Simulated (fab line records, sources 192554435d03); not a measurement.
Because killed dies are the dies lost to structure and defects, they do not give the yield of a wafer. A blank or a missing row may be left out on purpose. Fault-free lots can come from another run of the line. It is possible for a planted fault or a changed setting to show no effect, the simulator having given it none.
Struck lot and sound lot, side by side    flow n5_finfet    16 steps out of a route of 1938
Sound: the wafers L587.1, L587.4, L587.6. Struck: wafer L598.1 (L598.2, L598.3, from the same lot, were not struck and are left out); the cause is given at the end.
For every step that has rows: the tool of each side, followed by ch and its chambers, followed by its first start. Under that, the readings that differ: sound wafers    struck wafers    difference of the means    sigmas: that difference in standard deviations of wafers without a fault.
alike: same words and numbers on both sides, and readings whose means sit less than 2 such deviations apart. not compared: any withheld reading, any reading some wafer has no value for, any bound like >300 that may hide the same value, and any number with overlapping values for which the record gives no deviation.
The two part at a step that has a row with sigmas, a row that says differs or no value, or rows on one side only. Non-overlapping numbers with no deviation appear without sigmas and do not part them. Lack of a reading on every wafer of one side parts them only where that side has two or more wafers.

first, 9 steps without rows for these wafers: N5_BEOL_M4_COAT_05 (resist thk 30 nm); N5_BEOL_M4_EBR_07; N5_BEOL_M4_SOFTBAKE_06 (time 60 s); N5_BEOL_M4_EXPOSE_08 (exposes mask M4); N5_BEOL_M4_PEB_09 (peb time 60 s); N5_BEOL_M4_DEVELOP_10 (develop time 30 s); N5_BEOL_M4_DESCUM_16 (chemistry O2, time 7 s); N5_BEOL_M4_ETCH_74 (etches underlayer in N2/H2, target depth 6.5 nm, time 5.2 s); N5_BEOL_M4_ETCH_63 (etches SiARC in CF4, target depth 15.6 nm, time 26 s).
N5_BEOL_M4_ETCH_64: etches SOC in N2/H2, target depth 75 nm, overetch 22.5 nm, time 121.9 s.
  sound on rie_diel-04 ch 1,2, day 8 17:23; struck on rie_diel-04 ch 2, day 11 17:21
reading                                     sound                 struck  difference  sigmas
chamber_pressure_mTorr (mTorr)              29.978 30.014 30.016  29.950  -0.053      -2
model.SiARC_of_BEOL_M4_COAT_62.thk_nm (nm)  6.2 6.4 6.2           6       +0          
  alike: drypump_motor_current_A, h2_flow_sccm, oes_product_au, rf_vpp_V, showerhead_plenum_p_Torr, temp_c, throttle_valve_pct
  not compared: rf_hours_counter_h
then, 3 steps without rows for these wafers: N5_BEOL_M4_STRIP_65 (strips in N2/H2); N5_BEOL_M4_STRIP_75 (strips in N2/H2); N5_BEOL_M4_STRIP_66 (strips in CF4).
N5_BEOL_M4_HM_OPEN_17: chemistry Cl2/BCl3, target TiN, target depth 20 nm, overetch 6 nm.
  sound on rie_metal-01 ch 0,1, day 8 17:33; struck on rie_metal-02 ch 1, day 11 17:31
reading                   sound              struck  difference  sigmas
model.etch.depth_nm (nm)  20.08 19.87 19.92  19.18   -0.78       
  alike: chamber_pressure_mTorr, drypump_motor_current_A, oes_product_au, throttle_valve_pct
  not compared: rf_hours_counter_h
then, 1 step without rows for these wafers: N5_BEOL_M4_STRIP_19 (strips in O2).
N5_BEOL_M4_RC_MEAS_101:
  sound on prober-02 ch 0, day 9 04:07; struck on prober-01 ch 0, day 12 06:28
  alike: DIBL_N, DIBL_P, IOFF_N, IOFF_P, ION_N, ION_P, SS_N, SS_P, VT_N, VT_P

## WHERE THEY PART
At N5_BEOL_M4_ETCH_64 and nowhere else, as far as this record goes. Later steps at which nothing parts them and some readings are alike: N5_BEOL_M4_HM_OPEN_17, N5_BEOL_M4_RC_MEAS_101.

WHY: the cause the simulator had injected
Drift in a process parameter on rie_diel-04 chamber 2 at N5_BEOL_M4_ETCH_64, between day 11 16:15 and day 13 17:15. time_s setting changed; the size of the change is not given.
